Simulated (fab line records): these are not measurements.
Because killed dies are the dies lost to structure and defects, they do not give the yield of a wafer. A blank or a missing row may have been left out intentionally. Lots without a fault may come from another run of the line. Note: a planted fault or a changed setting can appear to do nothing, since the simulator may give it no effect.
A lot that was struck, set against a sound lot	flow n5 finfet	40 steps out of a route of 1938
Sound: these wafers, L459.2, L459.3, L459.6. Struck: wafer L461.4 (left out: L461.3, L461.6 of the same lot, which were not struck); the cause appears at the end.
At each step with rows: each side's tool, then ch and its chambers, then its first start. Under that, the readings that differ: sound wafers	struck wafers	difference of the means	sigmas: that difference in standard deviations of wafers without a fault.
alike: same words and numbers on both sides, and readings whose means sit less than 2 such deviations apart. not compared: any withheld reading, any reading some wafer has no value for, any bound like >300 that may hide the same value, and any number with overlapping values for which the record gives no deviation.
A row with sigmas, a row that says differs or no value, or rows on one side alone: a step with any of these is where the two part. Numbers that have no deviation but don't overlap get no sigmas and don't part them. Lack of a reading on every wafer of one side parts them only where that side has two or more wafers.

first, 9 steps without rows for these wafers: N5_MOL_CONTACT_COAG_CVD_140 (deposits W, target thk 66.5 nm, time 215 s); N5_MOL_CONTACT_COAG_PRECLEAN_127 (cleans in DIW, time 57.5 s); N5_MOL_CONTACT_COAG_SRD_128 (dry time 32 s); N5_MOL_CONTACT_COAG_CMP_52 (polishes, stops on SiO2, t overpolish 1.5 s, target thk 66.5 nm); N5_MOL_CONTACT_COAG_ANNEAL_112 (time 1800 s); N5_BEOL_M0_SAQP_PECVD_00 (deposits SiCN from 3MS/NH3, target thk 8 nm, time 14 s); N5_BEOL_M0_SAQP_ILD_DEP_01 (deposits SiOC from DEMS/O2, target thk 45.419 nm, time 8.7 s); N5_BEOL_M0_SAQP_HM_DEP_02 (deposits TiN, target thk 12 nm); N5_BEOL_M0_SAQP_PECVD_03 (deposits SiCN from 3MS/NH3, target thk 12 nm, time 21.1 s).
N5_BEOL_M0_SAQP_PECVD_96: deposits a-Si from SiH4/He, target thk 45 nm, time 45.2 s.
  sound on pecvd-02 ch 0,1,2, day 11 12:42; struck on pecvd-03 ch 0, day 11 12:49
  alike: chamber pressure Torr, heater power w, showerhead plenum p Torr, throttle valve pct
  not compared: since wet clean h
then, 11 steps without rows for these wafers: N5_BEOL_M0_SAQP_PECVD_97 (deposits SiNx from SiH4/NH3/N2, target thk 23 nm, time 19.9 s); N5_BEOL_M0_SAQP_PECVD_04 (deposits a-Si from SiH4/He, target thk 60 nm, time 60.2 s); N5_BEOL_M0_SAQP_HM_DEP_111 (deposits SiO2 from SiH4/N2O, target thk 12 nm, time 7.2 s); N5_BEOL_M0_SAQP_COAT_81 (time 60 s, resist thk 100 nm); N5_BEOL_M0_SAQP_COAT_82 (time 60 s, resist thk 30 nm); N5_BEOL_M0_SAQP_COAT_08 (resist thk 90 nm); N5_BEOL_M0_SAQP_EBR_10; N5_BEOL_M0_SAQP_SOFTBAKE_09 (time 60 s); N5_BEOL_M0_SAQP_EXPOSE_11 (exposes mask M0 CORE, target cd 42 nm); N5_BEOL_M0_SAQP_PEB_12 (peb time 60 s); N5_BEOL_M0_SAQP_DEVELOP_13 (develop time 30 s).
N5_BEOL_M0_SAQP_INSPECT_16: inspects for defects (brightfield).
  sound on defect inspect-01 at day 11 13:34; struck on defect inspect-01 at day 11 13:39
reading	sound	struck	difference	sigmas
raw defect count	468 434 439	1250	+803	+6
then, 14 steps without rows for these wafers: N5_BEOL_M0_SAQP_DESCUM_19 (chemistry O2, time 7.9 s); N5_BEOL_M0_SAQP_ETCH_83 (etches SiARC in CF4, target depth 39 nm, time 65 s); N5_BEOL_M0_SAQP_ETCH_84 (etches SOC in N2/H2, target depth 100 nm, overetch 20 nm, time 150 s); N5_BEOL_M0_SAQP_STRIP_80 (strips in N2/H2); N5_BEOL_M0_SAQP_HM_OPEN_112 (chemistry CHF3/O2, target SiO2, stops on a-Si, target depth 12 nm, time 13.5 s); N5_BEOL_M0_SAQP_STRIP_113 (strips in CHF3/O2); N5_BEOL_M0_SAQP_MANDREL_ETCH_20 (etches a-Si in HBr/Cl2, stops on SiNx, target depth 60 nm, bt time 10 s, time 30 s); N5_BEOL_M0_SAQP_STRIP_86 (strips in N2/H2); N5_BEOL_M0_SAQP_STRIP_115 (strips in post etch residue remover, time 60 s); N5_BEOL_M0_SAQP_SRD_93 (time 30 s); N5_BEOL_M0_SAQP_RECESS_114 (chemistry HF/NH3, target SiO2, target depth 14.4 nm, afs cycles 3, sublimation time 60 s); N5_BEOL_M0_SAQP_SPACER1_ALD_98 (deposits SiO2, target thk 12.8 nm, pulse time 1 s, purge time 2 s); N5_BEOL_M0_SAQP_SPACER1_ETCHBACK_99 (etches SiO2 in CHF3/O2, target depth 15.4 nm, time 7.7 s); N5_BEOL_M0_SAQP_MANDREL1_REMOVE_100 (chemistry HBr/Cl2/O2, target a-Si, stops on SiNx, bt time 10 s).
N5_BEOL_M0_SAQP_INSPECT_42: inspects for defects (brightfield).
  sound on defect inspect-01 at day 11 23:20; struck on defect inspect-01 at day 12 00:11
reading	sound	struck	difference	sigmas
raw defect count	236 282 300	893	+620	+8
N5_BEOL_M0_CUTY_INSPECT_59: inspects for defects (macro).
  sound on defect inspect-01 at day 12 01:14; struck on defect inspect-01 at day 12 02:16
reading	sound	struck	difference	sigmas
raw defect count	2 3 0	>300	differs	
-- record jumps: 2 days separate the struck wafers' starts on either side; left off in module BEOL_M0_CUTY, taken up again in module BEOL_M4, whose first shown step is the route's number 1111 --
N5_BEOL_M4_RC_MEAS_101:
  sound on prober-02 ch 0, day 14 08:26; struck on prober-01 ch 0, day 14 12:02
reading	sound	struck	difference	sigmas
VT_N (mV)	253.0 251.1 255.7	246.7	-6.6	-3
  alike: DIBL_N, DIBL_P, IOFF_N, IOFF_P, ION_N, ION_P, SS_N, SS_P, VT_P
-- the record jumps here: 5 days lie between the struck wafers' starts before and after (it left off in module BEOL_M4 and takes up again in module PASSIVATION, whose first step shown is number 1936 of the route) --
N5_PASSIVATION_PROBE_49:
  record: rows for the struck wafers here (prober-02, day 19 06:11), none for the sound ones

WHERE THEY PART
At N5_BEOL_M0_SAQP_INSPECT_16 first; at N5_PASSIVATION_PROBE_49 last (within this record only).

WHY: whatever the simulator had introduced
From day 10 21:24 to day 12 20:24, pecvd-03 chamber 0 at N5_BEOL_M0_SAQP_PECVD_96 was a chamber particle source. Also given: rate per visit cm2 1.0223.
